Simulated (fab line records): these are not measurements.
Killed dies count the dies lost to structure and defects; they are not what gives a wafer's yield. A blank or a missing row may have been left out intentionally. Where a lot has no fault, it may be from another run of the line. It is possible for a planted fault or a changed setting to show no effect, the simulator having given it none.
The tool behind it: which one?	flow nand_harc	36 wafers from 12 lots sampled at 6 of the route's 1302 steps

WHAT EACH GAUGE READ, for each wafer
NHARC_A_SLIT_OVL_MEAS_10. Usual: overlay_x_nm 0.3 nm, standard deviation 0.95; overlay_y_nm -0.2 nm, standard deviation 0.82.
lot	measured	on	overlay_x_nm (nm)	overlay_y_nm (nm)	flag
L699	day 20 03:02	overlay-01	0.4 -0.2 -0.2	-0.5 -1.5 -0.8	
L700	day 20 07:20	overlay-01	1.3 1.5 1.8	0.5 0.4 0.9	
L703	day 21 00:20	overlay-01	0.0 -0.9 -0.4	1.4 1.4 0.5	
L705	day 21 19:37	overlay-01	1.7 2.2 2.1	-0.9 -0.8 -0.5	
L708	day 23 12:10	overlay-01	-0.3 0.1 0.1	1.3 0.9 1.4	
L711	day 24 04:09	overlay-02	-0.6 -0.6 -0.3	0.4 0.5 0.7	
L715	day 26 14:29	overlay-01	0.3 1.4 1.9	-0.7 -1.0 -0.7	
L716	day 27 00:01	overlay-02	1.4 1.0 1.4	0.8 0.7 1.3	
L717	day 27 00:16	overlay-01	-0.9 -0.1 -0.6	0.3 -0.3 0.2	
L718	day 27 14:40	overlay-01	-0.8 -0.2 0.4	-1.3 -1.8 -2.0	
L721	day 28 17:22	overlay-02	-0.3 -0.4 0.0	0.1 0.0 0.2	
L720	day 29 12:05	overlay-01	0.7 0.5 0.8	0.0 -0.2 -0.3	

NHARC_A_SLIT_CD_MEAS_21. Usual: cd_nm reads 289.5 nm (standard deviation 0.71).
lot	measured	on	cd_nm (nm)	flag
L699	day 20 09:26	cd_sem-03	289.7 289.7 289.3	
L700	day 20 17:24	cd_sem-02	290.0 290.2 289.9	
L703	day 21 07:46	cd_sem-02	289.8 289.9 289.8	
L705	day 22 01:59	cd_sem-01	289.9 290.0 290.0	
L708	day 23 18:36	cd_sem-02	290.7 289.4 288.9	
L711	day 24 10:29	cd_sem-01	290.3 290.7 290.1	
L715	day 26 20:53	cd_sem-01	290.0 289.9 289.8	
L716	day 27 06:28	cd_sem-02	289.6 289.9 288.9	
L717	day 27 07:02	cd_sem-01	290.9 290.7 290.5	
L718	day 27 21:24	cd_sem-03	289.6 290.3 289.5	
L721	day 29 00:01	cd_sem-03	289.7 289.6 289.8	
L720	day 29 22:35	cd_sem-01	290.1 289.3 289.2	

NHARC_A_SIN_REMOVE_INSPECT_04. Usual: raw_defect_count reads 393 (standard deviation 90).
lot	measured	on	raw_defect_count	flag
L699	day 20 16:01	defect_inspect-02	420 318 373	
L700	day 21 00:07	defect_inspect-02	464 433 426	
L703	day 21 14:26	defect_inspect-02	286 328 272	
L705	day 22 08:38	defect_inspect-02	371 388 346	
L708	day 24 01:16	defect_inspect-02	715 367 276	
L711	day 24 17:08	defect_inspect-02	310 648 806	
L715	day 27 03:31	defect_inspect-02	470 459 482	
L716	day 27 13:01	defect_inspect-01	305 341 407	
L717	day 27 13:01	defect_inspect-02	477 326 283	
L718	day 28 04:04	defect_inspect-02	913 610 435	
L721	day 29 06:34	defect_inspect-02	293 390 393	
L720	day 30 05:40	defect_inspect-01	448 485 491	

NHARC_END_SORT_01. Usual: killed_at_array 44, standard deviation 16; killed_at_other 0.6, standard deviation 1.1; killed_at_periphery 3.9, standard deviation 2.6; killed_dies 48, standard deviation 16; killed_open 3.1, standard deviation 1.9; killed_short 2.4, standard deviation 1.8.
lot	measured	on	killed_at_array	killed_at_other	killed_at_periphery	killed_dies	killed_open	killed_short	flag
L708	day 28 06:03	prober-02	129 54 35	0 0 0	6 4 4	135 58 39	5 2 3	3 3 1	
L711	day 28 21:28	prober-01	18 102 100	1 3 0	0 2 0	19 107 100	1 7 5	1 7 1	

TOOL THAT RAN EACH LOT (tool first, then ch and the chambers of the sampled wafers, then the start)
lot	NHARC_A_SLIT_ETCH_24	NHARC_A_WL_FILL_ETCHBACK_17
L699	rie_diel-02 ch 1,2,3, day 20 03:14	rie_metal-03 ch 0,1, day 21 04:38
L700	rie_diel-05 ch 0,1,2, day 20 07:32	rie_metal-01 ch 0,1, day 21 17:02
L703	rie_diel-13 ch 0,3, day 21 00:31	rie_metal-01 ch 0,1, day 22 04:59
L705	rie_diel-02 ch 0,1,2, day 21 19:49	rie_metal-01 ch 0,1, day 22 20:49
L708	rie_diel-02 ch 0,1,3, day 23 12:21	rie_metal-01 ch 0,1, day 24 15:51
L711	rie_diel-02 ch 0,1, day 24 04:20	rie_metal-01 ch 0,1, day 25 08:08
L715	rie_diel-02 ch 0,3, day 26 14:40	rie_metal-02 ch 0,1, day 27 17:21
L716	rie_diel-02 ch 0,1, day 27 00:13	rie_metal-02 ch 0,1, day 28 01:49
L717	rie_diel-13 ch 0,3, day 27 00:26	rie_metal-03 ch 0,1, day 28 04:27
L718	rie_diel-02 ch 2,3, day 27 14:52	rie_metal-03 ch 0,1, day 28 15:41
L721	rie_diel-02 ch 0,2,3, day 28 17:34	rie_metal-03 ch 0,1, day 29 20:57
L720	rie_diel-02 ch 2,3, day 29 12:17	rie_metal-03 ch 0,1, day 30 18:44
- NHARC_A_SLIT_ETCH_24: etches the open film in CF4/CHF3, target depth 121 nm, time 60.5 s.
- NHARC_A_WL_FILL_ETCHBACK_17: etches the open film in Cl2/BCl3, target depth 4 nm, time 26.7 s.

WHAT THE TOOLS THEMSELVES READ (means of the sampled wafers that have a number; where no wafer has one, the mark that the record gives instead)
NHARC_A_SLIT_ETCH_24. Usual: chamber_pressure_mTorr 25.00 mTorr, standard deviation 0.038; drypump_motor_current_A 5.6 A, standard deviation 0.34; oes_product_au 0.960 a.u., standard deviation 0.017; rf_vpp_V 370.4 V, standard deviation 2.3; showerhead_plenum_p_Torr 1.57 Torr, standard deviation 0.063; throttle_valve_pct 16.802 %, standard deviation 0.009.
lot	tool	chamber_pressure_mTorr (mTorr)	drypump_motor_current_A (A)	oes_product_au (a.u.)	rf_vpp_V (V)	showerhead_plenum_p_Torr (Torr)	throttle_valve_pct (%)	flag
L699	rie_diel-02	25.02	5.6	0.958	371.0	1.58	16.799	
L700	rie_diel-05	25.01	5.8	0.971	369.9	1.59	16.803	
L703	rie_diel-13	25.00	5.3	0.961	369.5	1.52	16.798	
L705	rie_diel-02	25.01	5.4	0.957	370.7	1.57	16.802	
L708	rie_diel-02	24.99	5.7	0.968	372.1	1.61	16.811	
L711	rie_diel-02	24.99	5.5	0.926	371.8	1.60	16.807	
L715	rie_diel-02	25.02	5.7	0.979	371.2	1.62	16.794	
L716	rie_diel-02	25.00	5.4	0.970	372.0	1.59	16.805	
L717	rie_diel-13	25.01	5.5	0.977	368.7	1.54	16.797	
L718	rie_diel-02	25.00	5.9	0.964	371.7	1.60	16.802	
L721	rie_diel-02	25.00	5.6	0.962	371.7	1.58	16.808	
L720	rie_diel-02	24.99	5.6	0.963	369.3	1.55	16.795	

NHARC_A_WL_FILL_ETCHBACK_17. Usual: chamber_pressure_mTorr 9.999 mTorr, standard deviation 0.008; drypump_motor_current_A 5.8 A, standard deviation 0.55; oes_product_au 1.000 a.u., standard deviation 0.0071.
lot	tool	chamber_pressure_mTorr (mTorr)	drypump_motor_current_A (A)	oes_product_au (a.u.)	flag
L699	rie_metal-03	10.001	6.4	0.993	
L700	rie_metal-01	9.989	5.2	1.001	
L703	rie_metal-01	9.995	5.0	1.004	
L705	rie_metal-01	9.996	5.1	1.015	
L708	rie_metal-01	10.001	5.2	1.004	
L711	rie_metal-01	9.996	5.2	1.000	
L715	rie_metal-02	10.000	6.0	0.995	
L716	rie_metal-02	10.000	6.0	0.998	
L717	rie_metal-03	9.995	6.4	1.006	
L718	rie_metal-03	10.003	6.2	0.998	
L721	rie_metal-03	10.000	6.4	0.999	
L720	rie_metal-03	10.001	6.4	0.996	

THE ANSWER, worked out from the rows above alone
Rule: lot off if the mean of its wafers having a number is beyond 3 standard deviations from the usual mean. A lot without any number at a reading at which 4 lots or more have one is off too. Where the step has rows for the other lots, those lots are counted as sound. After the gauges, taken in route order, come the tools' own readings; for these a lot's mean is taken, as printed above. At the first step where some lot is off, the reading lying furthest off is the one used; lots without a number count as furthest.
No lot is off at any reading shown: from this, nothing can be told.

WHAT WAS PUT IN BY THE SIMULATOR
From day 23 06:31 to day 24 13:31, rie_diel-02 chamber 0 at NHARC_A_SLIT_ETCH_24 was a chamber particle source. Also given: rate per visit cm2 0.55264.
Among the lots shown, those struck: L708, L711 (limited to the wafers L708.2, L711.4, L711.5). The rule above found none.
